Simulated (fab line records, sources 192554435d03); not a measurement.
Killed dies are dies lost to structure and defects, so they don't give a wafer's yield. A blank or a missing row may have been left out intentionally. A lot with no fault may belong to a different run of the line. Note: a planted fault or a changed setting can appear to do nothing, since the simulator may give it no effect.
Matching of chambers | flow n5Finfet | 3 sister chambers for N5_PMOS_HMC_CHANNEL_EPI_HM_DEP_34 on pecvd-03
The step deposits SiO2 from TEOS/O2, target thk 36 nm, time 6.9 s. 6 wafers are shown with their chamber, then 9 later ones without.

## WAFERS WITH THEIR CHAMBER
wafer  | chamber | throttleValvePct (%) | heaterPowerW (W)
L084.1 | 0       | 19.3                 | 438
L084.3 | 1       | 19.4                 | 635
L084.6 | 2       | 18.7                 | 332
L087.2 | 2       | 18.7                 | 423
L087.4 | 0       | 19.2                 | 407
L087.6 | 1       | 19.4                 | 651

## WAFERS WHOSE CHAMBER IS MISSING
wafer  | throttleValvePct (%) | heaterPowerW (W)
L088.1 | 19.3                 | 657
L088.2 | 18.7                 | 433
L088.5 | 19.4                 | 444
L093.2 | 19.5                 | 400
L093.4 | 19.7                 | 718
L093.6 | 19.7                 | 416
L094.2 | 18.9                 | 429
L094.5 | 19.7                 | 723
L094.6 | 18.9                 | 435

## THE CHAMBER EACH PASSED THROUGH
wafer  | from the rows above     | in truth
L088.1 | 1                       | 1
L088.2 | 2                       | 2
L088.5 | can't be placed: 0 or 1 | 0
L093.2 | can't be placed: 0 or 1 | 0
L093.4 | 1                       | 1
L093.6 | can't be placed: 1 or 0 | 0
L094.2 | 2                       | 2
L094.5 | 1                       | 1
L094.6 | 2                       | 2
6 of 9 placed correctly. Can't be placed from these rows: 3 (the true chamber is among the candidates in 3). Placed wrongly: 0.
How it was worked out, from the rows above alone: a wafer's distance from a chamber is the root of the sum, over the readings, of the square of ((its reading less the chamber's mean) divided by the reading's scatter). The wafer belongs to the nearest chamber; if the next one is less than 2 further off, it can't be placed. For every chamber, the mean is computed from those of its wafers that are shown. How the scatter is found: for the shown wafers, subtract from each reading the mean of its chamber, square and add these, divide the total by (wafers less chambers), then take the root.
